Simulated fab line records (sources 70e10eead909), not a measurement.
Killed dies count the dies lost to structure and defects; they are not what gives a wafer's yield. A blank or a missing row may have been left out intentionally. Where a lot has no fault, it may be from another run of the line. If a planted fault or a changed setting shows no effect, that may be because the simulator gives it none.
Which tool did it? | flow nand_harc | 12 lots, 36 wafers sampled, at 3 steps of a route of 1302

WHAT THE GAUGES SHOWED, per wafer
NHARC_P_M2_CD_MEAS_16.
lot  | measured     | on        | cd_nm (nm)
L075 | day 6 22:05  | cd_sem-02 | 170.4 170.6 171.3
L077 | day 7 19:42  | cd_sem-03 | 170.0 170.5 170.1
L079 | day 8 10:13  | cd_sem-01 | 171.8 170.2 168.9
L081 | day 9 04:42  | cd_sem-03 | 169.5 171.2 169.5
L083 | day 10 04:14 | cd_sem-03 | 170.3 171.4 170.6
L085 | day 11 00:55 | cd_sem-02 | 170.5 171.6 170.7
L087 | day 11 20:52 | cd_sem-03 | 171.4 171.1 171.3
L089 | day 12 20:30 | cd_sem-01 | 169.7 169.3 169.2
L091 | day 13 12:01 | cd_sem-01 | 169.8 169.7 171.2
L093 | day 14 14:05 | cd_sem-01 | 170.4 169.9 171.2
L095 | day 15 23:59 | cd_sem-02 | 169.8 169.1 169.9
L097 | day 16 09:48 | cd_sem-03 | 169.3 170.4 169.9

WHICH TOOL RAN EACH LOT (tool, then ch and the chambers of the sampled wafers, then the start)
lot  | NHARC_P_M1_DEGAS_29          | NHARC_P_M1_CMP_23
L075 | pvd_sputter-02, day 6 18:43  | cmp-02 ch 1,2,3, day 6 19:50
L077 | pvd_sputter-01, day 7 16:05  | cmp-02 ch 0,1,3, day 7 17:23
L079 | pvd_sputter-02, day 8 06:45  | cmp-01 ch 0,1, day 8 07:52
L081 | pvd_sputter-03, day 9 01:17  | cmp-03 ch 0,1,3, day 9 02:28
L083 | pvd_sputter-02, day 10 00:47 | cmp-03 ch 0,1,2, day 10 01:52
L085 | pvd_sputter-03, day 10 21:28 | cmp-03 ch 0,1,2, day 10 22:36
L087 | pvd_sputter-03, day 11 17:23 | cmp-02 ch 0,1, day 11 18:28
L089 | pvd_sputter-03, day 12 17:01 | cmp-03 ch 0,1,2, day 12 18:11
L091 | pvd_sputter-02, day 13 08:20 | cmp-02 ch 1,2, day 13 09:28
L093 | pvd_sputter-02, day 14 10:29 | cmp-02 ch 0,3, day 14 11:35
L095 | pvd_sputter-01, day 15 20:16 | cmp-02 ch 0,1,2, day 15 21:48
L097 | pvd_sputter-01, day 16 06:29 | cmp-02 ch 2,3, day 16 07:34
- NHARC_P_M1_DEGAS_29: time 60 s.
- NHARC_P_M1_CMP_23: polishes, t overpolish 20 s, target thk 157.82 nm.

THE ANSWER, worked out from the rows above alone
Rule: the lots themselves supply what counts as usual. Put in order of their means at a reading, lots are off if they are a third of the lots or fewer, leave a main group of 4 or more, and stand apart from it by a gap of 3 or more times the standard deviation of the main group's means; of several such gaps the widest counts. A main group whose means are all the same, to the digits that the tables above print for the reading, isn't used. A lot without any number at a reading at which 4 lots or more have one is off too. Where the step has rows for the other lots, those lots are counted as sound.
No lot is off on any of the readings shown, so nothing can be concluded from this.

WHAT THE SIMULATOR HAD INSERTED
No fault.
